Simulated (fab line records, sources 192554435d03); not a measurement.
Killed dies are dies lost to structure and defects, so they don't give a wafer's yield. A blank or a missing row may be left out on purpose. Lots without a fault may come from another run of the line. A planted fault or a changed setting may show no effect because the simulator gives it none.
Split-lot experiment | flow n5_finfet | 7 lots, 39 wafers read, on a route of 1938 steps

THE SPLIT
At N5_BEOL_M3_ILD_DEP_00 (deposits SiOC from DEMS/O2, target thk 79 nm, time 15.3 s), the setting target_thk_a was moved away from the recipe's 790 angstrom on 6 of the 39 wafers read, by -47.1% to -24.2%. The other wafers ran this setting at the recipe's value.

The file shows no step between the split and the reading.

THE READING
M3_ILD_THK, in nm, at N5_BEOL_M3_THK_MEAS_01. Fault-free wafers of this fab line usually give 79.2 nm, standard deviation 1 nm.

wafer  | tool, chamber at the split | target_thk_a as run, angstrom | against the recipe | M3_ILD_THK, nm | against lot-mates on the recipe
L076.1 | pecvd-02, 2                | 790                           | recipe             | 78.0           | -
L076.2 | pecvd-02, 0                | 598.7                         | -24.2%             | 60.2           | -18.3
L076.3 | pecvd-02, 1                | 790                           | recipe             | 78.3           | -
L076.4 | pecvd-02, 0                | 790                           | recipe             | 79.3           | -
L076.5 | pecvd-02, 2                | 598.7                         | -24.2%             | 59.6           | -18.9
L076.6 | pecvd-02, 1                | 598.7                         | -24.2%             | 60.8           | -17.7
L078.1 | pecvd-02, 2                | 790                           | recipe             | 79.3           | -
L078.2 | pecvd-02, 1                | 790                           | recipe             | 78.5           | -
L078.3 | pecvd-02, 1                | 790                           | recipe             | 80.8           | -
L078.4 | pecvd-02, 2                | 790                           | recipe             | 79.1           | -
L078.5 | pecvd-02, 2                | 790                           | recipe             | 79.8           | -
L078.6 | pecvd-02, 1                | 790                           | recipe             | 80.6           | -
L085.1 | pecvd-02, 2                | 790                           | recipe             | 78.5           | -
L085.2 | pecvd-02, 1                | 790                           | recipe             | 79.4           | -
L085.3 | pecvd-02, 0                | 790                           | recipe             | 79.9           | -
L085.4 | pecvd-02, 2                | 790                           | recipe             | 79.6           | -
L085.5 | pecvd-02, 0                | 790                           | recipe             | 80.2           | -
L085.6 | pecvd-02, 1                | 790                           | recipe             | 81.4           | -
L087.3 | pecvd-04, 0                | 790                           | recipe             | 80.0           | -
L087.4 | pecvd-04, 1                | 790                           | recipe             | 79.1           | -
L087.5 | pecvd-04, 1                | 790                           | recipe             | 79.6           | -
L091.1 | pecvd-04, 2,0,1            | 790                           | recipe             | 79.9           | -
L091.2 | pecvd-04, 2,0,1            | 790                           | recipe             | 80.1           | -
L091.3 | pecvd-04, 1                | 790                           | recipe             | 77.8           | -
L091.4 | pecvd-04, 2,0,1            | 790                           | recipe             | 79.9           | -
L091.5 | pecvd-04, 0                | 790                           | recipe             | 81.1           | -
L091.6 | pecvd-04, 2                | 790                           | recipe             | 81.0           | -
L097.1 | pecvd-04, 0                | 790                           | recipe             | 78.0           | -
L097.2 | pecvd-04, 1                | 790                           | recipe             | 77.3           | -
L097.3 | pecvd-04, 2                | 790                           | recipe             | 78.4           | -
L097.4 | pecvd-04, 2                | 790                           | recipe             | 78.5           | -
L097.5 | pecvd-04, 1                | 790                           | recipe             | 79.0           | -
L097.6 | pecvd-04, 0                | 790                           | recipe             | 80.8           | -
L096.1 | pecvd-02, 0                | 417.9                         | -47.1%             | 43.3           | -37.0
L096.2 | pecvd-02, 1                | 417.9                         | -47.1%             | 41.7           | -38.6
L096.3 | pecvd-02, 2                | 417.9                         | -47.1%             | 40.6           | -39.7
L096.4 | pecvd-02, 2                | 790                           | recipe             | 79.6           | -
L096.5 | pecvd-02, 1                | 790                           | recipe             | 81.2           | -
L096.6 | pecvd-02, 0                | 790                           | recipe             | 80.1           | -
Where a row lists several chambers, the file gives one row for several wafers and doesn't say which wafer went through which chamber.

THE FIT
A straight line over all 39 wafers: M3_ILD_THK changes by +0.799 nm for each +1% of target_thk_a; r = +1.00; the points scatter about the line by 1.1 nm.
The same after taking each lot's own level away (the mean of its wafers on the recipe; 39 wafers): +0.805 nm for each +1%; r = +1.00; scatter 0.97 nm.
On that fit, the largest move of target_thk_a shifts the reading by 38 nm.
The lots' own levels span 78.53 to 80.30 nm, that is 1.8 times the standard deviation above.
So the lot-to-lot level changes the slope little: the two slopes agree.
Check: with one of the wafers moved furthest among these (-47.1%) left out of the fit, the line predicts -38.2 nm for it against its lot-mates. It came out at -37 nm against them.

OTHER SPLITS ON THESE WAFERS
These wafers also went through other splits before the reading. Each is held against what the fit with the lots' levels taken away leaves over:
other split on the same wafers        | wafers away from the commonest value | r with M3_ILD_THK (lot level and that fit taken away)
N5_BEOL_M1_VIA_ETCH_34 target_depth_a | 15                                   | +0.23

THE WHOLE CHAIN: every reading that the file lists as answering this split, in the file's order
step                   | what it does                                              | reading                                                                            | change (the file's fit)               | r (the file's)
N5_BEOL_M3_ILD_DEP_00  | deposits SiOC from DEMS/O2, target thk 79 nm, time 15.3 s | SiOC_of_BEOL_M3_ILD_DEP_00.thk_nm (the simulator's own value, which no gauge read) | +0.803 nm for each +1% of the setting | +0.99
N5_BEOL_M3_THK_MEAS_01 |                                                           | M3_ILD_THK                                                                         | +0.803 for each +1% of the setting    | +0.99

THE FILE'S OWN FIT
M3_ILD_THK changes by +0.803 nm for each +1% of target_thk_a, r = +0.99.
